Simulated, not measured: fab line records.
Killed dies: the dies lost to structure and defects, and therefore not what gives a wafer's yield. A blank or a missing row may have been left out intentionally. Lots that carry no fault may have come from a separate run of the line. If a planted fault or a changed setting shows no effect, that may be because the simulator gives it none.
Chamber matching | flow nand-harc | NHARC_A_CONTACT_ALD_18 on ald-metal-02 has 4 sister chambers
The step deposits TiN, target thk 3 nm, pulse time 1 s, ald cycles 150. 20 wafers are shown with their chamber, then 10 later ones without.

EACH WAFER AND ITS CHAMBER
wafer  | chamber | heater-power-w (W) | precursor-pulse-height-rel
L074.3 | 1       | 1105               | 0.971
L074.4 | 3       | 1186               | 0.997
L074.6 | 3       | 1164               | 0.995
L077.1 | 1       | 1130               | 0.959
L077.4 | 0       | 1163               | 1.001
L077.6 | 0       | 1164               | 0.998
L079.1 | 3       | 1171               | 1.038
L079.2 | 0       | 1178               | 1.008
L079.6 | 3       | 1152               | 0.993
L084.4 | 2       | 1130               | 0.981
L084.5 | 0       | 1215               | 0.966
L084.6 | 3       | 1144               | 0.990
L085.1 | 3       | 1142               | 1.005
L085.3 | 2       | 1100               | 1.001
L085.5 | 2       | 1067               | 1.015
L087.1 | 2       | 1071               | 1.009
L087.2 | 0       | 1186               | 0.985
L087.5 | 0       | 1224               | 1.010
L088.3 | 0       | 1197               | 1.009
L088.4 | 0       | 1190               | 0.990

SIGNATURES (means of the wafers above)
reading                    | chamber 0 | chamber 1 | chamber 2 | chamber 3 | scatter within a chamber
heater-power-w             | 1189.62   | 1117.50   | 1092.00   | 1159.83   | 22
precursor-pulse-height-rel | 0.99587   | 0.96500   | 1.00150   | 1.00300   | 0.0157
Rule: a wafer's distance from a chamber is the root of the sum, over the readings, of the square of ((its reading less the chamber's mean) divided by the reading's scatter). If the next closest chamber is less than 2 further off than the closest, the wafer can't be placed; otherwise it belongs to the closest. The scatter: the root of (the sum of the squares of (reading less its chamber's mean) over the shown wafers, divided by (wafers less chambers)).

WAFERS WHOSE CHAMBER IS MISSING
wafer  | heater-power-w (W) | precursor-pulse-height-rel
L088.6 | 1167               | 1.017
L091.3 | 1208               | 1.013
L091.5 | 1099               | 1.014
L091.6 | 1195               | 0.996
L093.1 | 1045               | 0.972
L093.2 | 1105               | 0.986
L093.6 | 1149               | 1.005
L096.1 | 1138               | 0.985
L096.2 | 1080               | 1.003
L096.3 | 1196               | 0.985

CHAMBER TAKEN BY EACH
wafer  | from the rows above               | in truth
L088.6 | can't be placed: 3 or 0           | 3
L091.3 | can't be placed: 0 or 3           | 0
L091.5 | can't be placed: 2 or 3           | 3
L091.6 | can't be placed: 0 or 3           | 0
L093.1 | can't be placed: 2 or 1           | 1
L093.2 | can't be placed: 2 or 1 or 3      | 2
L093.6 | can't be placed: 3 or 0           | 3
L096.1 | can't be placed: 3 or 1 or 2 or 0 | 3
L096.2 | 2                                 | 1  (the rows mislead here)
L096.3 | can't be placed: 0 or 3           | 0
Correctly placed: 0 of 10. Cannot be placed on the basis of these rows: 9; the candidates contain the true chamber in 9. Placed wrongly: 1.
